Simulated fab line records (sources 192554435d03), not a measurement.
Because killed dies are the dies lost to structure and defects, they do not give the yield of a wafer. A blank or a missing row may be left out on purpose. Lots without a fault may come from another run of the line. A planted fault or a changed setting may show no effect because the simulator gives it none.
Which tool was responsible? :: flow n5_finfet :: 10 lots, 30 wafers sampled, at 3 steps of a route of 1938

== WHAT EACH GAUGE READ, for each wafer ==
N5_PASSIVATION_INSPECT_61: inspects for defects (macro).
lot: L364
measured: day 12 21:03
on: defect_inspect-01
raw_defect_count: 1 0 3

lot: L366
measured: day 13 02:26
on: defect_inspect-01
raw_defect_count: 1 5 3

lot: L367
measured: day 13 13:12
on: defect_inspect-02
raw_defect_count: 1 2 3

lot: L372
measured: day 14 18:41
on: defect_inspect-01
raw_defect_count: >300 >300 >300

lot: L377
measured: day 15 21:25
on: defect_inspect-01
raw_defect_count: 300 >300 >300

lot: L378
measured: day 15 21:15
on: defect_inspect-01
raw_defect_count: 0 3 2

lot: L379
measured: day 16 02:24
on: defect_inspect-01
raw_defect_count: 2 2 2

lot: L380
measured: day 16 03:43
on: defect_inspect-02
raw_defect_count: 2 6 1

lot: L387
measured: day 18 05:55
on: defect_inspect-01
raw_defect_count: 1 1 2

lot: L386
measured: day 18 12:05
on: defect_inspect-01
raw_defect_count: 1 3 1

== EACH LOT AND THE TOOL THAT RAN IT (in order: tool; ch and the chambers of the sampled wafers; start) ==
lot: L364
N5_MIM_BOT_ETCH_ETCH_03: rie_metal-02 ch 0, day 12 19:47
N5_PASSIVATION_PECVD_01: pecvd-04 ch 0,2, day 12 20:32

lot: L366
N5_MIM_BOT_ETCH_ETCH_03: rie_metal-01 ch 1, day 13 00:56
N5_PASSIVATION_PECVD_01: pecvd-04 ch 0,1,2, day 13 01:42

lot: L367
N5_MIM_BOT_ETCH_ETCH_03: rie_metal-02 ch 0,1, day 13 09:59
N5_PASSIVATION_PECVD_01: pecvd-04 ch 0,1, day 13 10:48

lot: L372
N5_MIM_BOT_ETCH_ETCH_03: rie_metal-02 ch 0,1, day 14 13:28
N5_PASSIVATION_PECVD_01: pecvd-01 ch 1,2, day 14 14:15

lot: L377
N5_MIM_BOT_ETCH_ETCH_03: rie_metal-02 ch 0,1, day 15 18:11
N5_PASSIVATION_PECVD_01: pecvd-02 ch 0,1,2, day 15 18:58

lot: L378
N5_MIM_BOT_ETCH_ETCH_03: rie_metal-01 ch 0, day 15 18:49
N5_PASSIVATION_PECVD_01: pecvd-02 ch 0,2, day 15 19:46

lot: L379
N5_MIM_BOT_ETCH_ETCH_03: rie_metal-03 ch 0,1, day 15 23:11
N5_PASSIVATION_PECVD_01: pecvd-04 ch 0,1,2, day 16 00:01

lot: L380
N5_MIM_BOT_ETCH_ETCH_03: rie_metal-01 ch 0, day 16 02:16
N5_PASSIVATION_PECVD_01: pecvd-02 ch 1,2, day 16 03:15

lot: L387
N5_MIM_BOT_ETCH_ETCH_03: rie_metal-01 ch 0,1, day 18 03:52
N5_PASSIVATION_PECVD_01: pecvd-01 ch 0,1,2, day 18 04:38

lot: L386
N5_MIM_BOT_ETCH_ETCH_03: rie_metal-02 ch 0,1, day 18 09:42
N5_PASSIVATION_PECVD_01: pecvd-02 ch 0,1,2, day 18 10:38
- N5_MIM_BOT_ETCH_ETCH_03: etches the open film in Cl2/BCl3, target depth 12 nm.
- N5_PASSIVATION_PECVD_01: deposits SiNx from SiH4/NH3/N2, target thk 200 nm, time 43.2 s.

== THE ANSWER, worked out from the rows above alone ==
Rule: the usual values come from the lots themselves. The widest of any qualifying gaps counts: lots, ordered by their means at a reading, are off when they make up no more than a third of the lots, leave a main group of 4 or more, and stand apart from it by 3 or more times the standard deviation of that group's means. Not used: any main group whose means are identical at the precision the tables above print for the reading. A lot without any number at a reading at which 4 lots or more have one is off too. All remaining lots with rows at the step are treated as sound.
Off: L372, L377 (N5_PASSIVATION_INSPECT_61, raw_defect_count). Without a number there: L372. Main group: mean 2.0, sd 0.62.
If a tool, at a process step before that reading, ran all the lots that are off and no sound lot after the first of them, it fits. Gauges at N5_PASSIVATION_INSPECT_61: tried the same way as those tools. No candidate that was tried fits.

== WHAT THE SIMULATOR PUT IN ==
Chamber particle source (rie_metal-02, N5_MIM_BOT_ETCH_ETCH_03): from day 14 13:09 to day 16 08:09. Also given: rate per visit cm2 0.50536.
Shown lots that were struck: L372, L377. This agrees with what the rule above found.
